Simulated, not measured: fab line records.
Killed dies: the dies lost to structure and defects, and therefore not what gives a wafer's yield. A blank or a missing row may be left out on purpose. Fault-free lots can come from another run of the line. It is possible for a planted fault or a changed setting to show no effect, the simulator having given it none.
Which tool did it? | flow nand harc | 21 wafers from 7 lots sampled at 3 of the route's 1302 steps

WHAT THE GAUGES SHOWED, per wafer
NHARC_A_ONON_D2_THK_MEAS_24: measures by ellipsometry.
lot  | measured     | on            | thk nm (nm)
L506 | day 14 02:10 | film metro-01 | 1001 999 1000
L509 | day 14 17:16 | film metro-02 | 1004 1004 1004
L511 | day 16 06:08 | film metro-01 | 1009 1008 1010
L514 | day 17 07:36 | film metro-01 | 1011 1011 1011
L516 | day 17 19:51 | film metro-02 | 1013 1014 1014
L521 | day 20 05:31 | film metro-01 | 966 967 616
L527 | day 22 16:43 | film metro-01 | 1003 1004 1004

WHAT TOOL EACH LOT RAN ON (gives the tool, then ch and the chambers of the sampled wafers, and finally the start)
lot  | NHARC_A_DECK1_JOINT_ETCHBACK_07  | NHARC_A_ONON_D2_DEP_22
L506 | rie si-05 ch 0,1,3, day 12 00:16 | pecvd onon-02 ch 0, day 14 01:40
L509 | rie si-05 ch 0,1,2, day 12 21:22 | pecvd onon-04 ch 0, day 14 16:46
L511 | rie si-05 ch 1,2,3, day 14 04:49 | pecvd onon-03 ch 0, day 16 05:41
L514 | rie si-05 ch 0,1, day 15 06:21   | pecvd onon-02 ch 0, day 17 07:16
L516 | rie si-03 ch 1,2, day 15 18:31   | pecvd onon-04 ch 0, day 17 19:27
L521 | rie si-03 ch 0,1, day 18 03:16   | pecvd onon-04 ch 0, day 20 05:07
L527 | rie si-05 ch 0,1,2, day 20 18:50 | pecvd onon-03 ch 0, day 22 16:11
- NHARC_A_DECK1_JOINT_ETCHBACK_07: etches the open film in HBr, target depth 105 nm, time 26.9 s.
- NHARC_A_ONON_D2_DEP_22: target thk 1000 nm.

THE ANSWER, worked out from the rows above alone
Rule: what is usual is taken from the lots themselves. Put in order of their means at a reading, lots are off if they are a third of the lots or fewer, leave a main group of 4 or more, and stand apart from it by a gap of 3 or more times the standard deviation of the main group's means; of several such gaps the widest counts. The tables above print the reading to a certain number of digits; a main group whose means all agree to those digits is not used. Also off: a lot with no number at a reading for which 4 or more lots have one. The other lots that the step has rows for count as sound.
Off: L521 (NHARC_A_ONON_D2_THK_MEAS_24, thk nm). For the main group the mean is 1007 nm and the standard deviation 4.7.
A tool fits if, at a process step before that reading, it ran every lot that is off, and no sound lot after the first of them. Gauges at NHARC_A_ONON_D2_THK_MEAS_24: tried the same way as those tools. Undecided on this evidence; 2 tools fit (rie si-03 at NHARC_A_DECK1_JOINT_ETCHBACK_07, pecvd onon-04 at NHARC_A_ONON_D2_DEP_22).

WHAT THE SIMULATOR HAD INSERTED
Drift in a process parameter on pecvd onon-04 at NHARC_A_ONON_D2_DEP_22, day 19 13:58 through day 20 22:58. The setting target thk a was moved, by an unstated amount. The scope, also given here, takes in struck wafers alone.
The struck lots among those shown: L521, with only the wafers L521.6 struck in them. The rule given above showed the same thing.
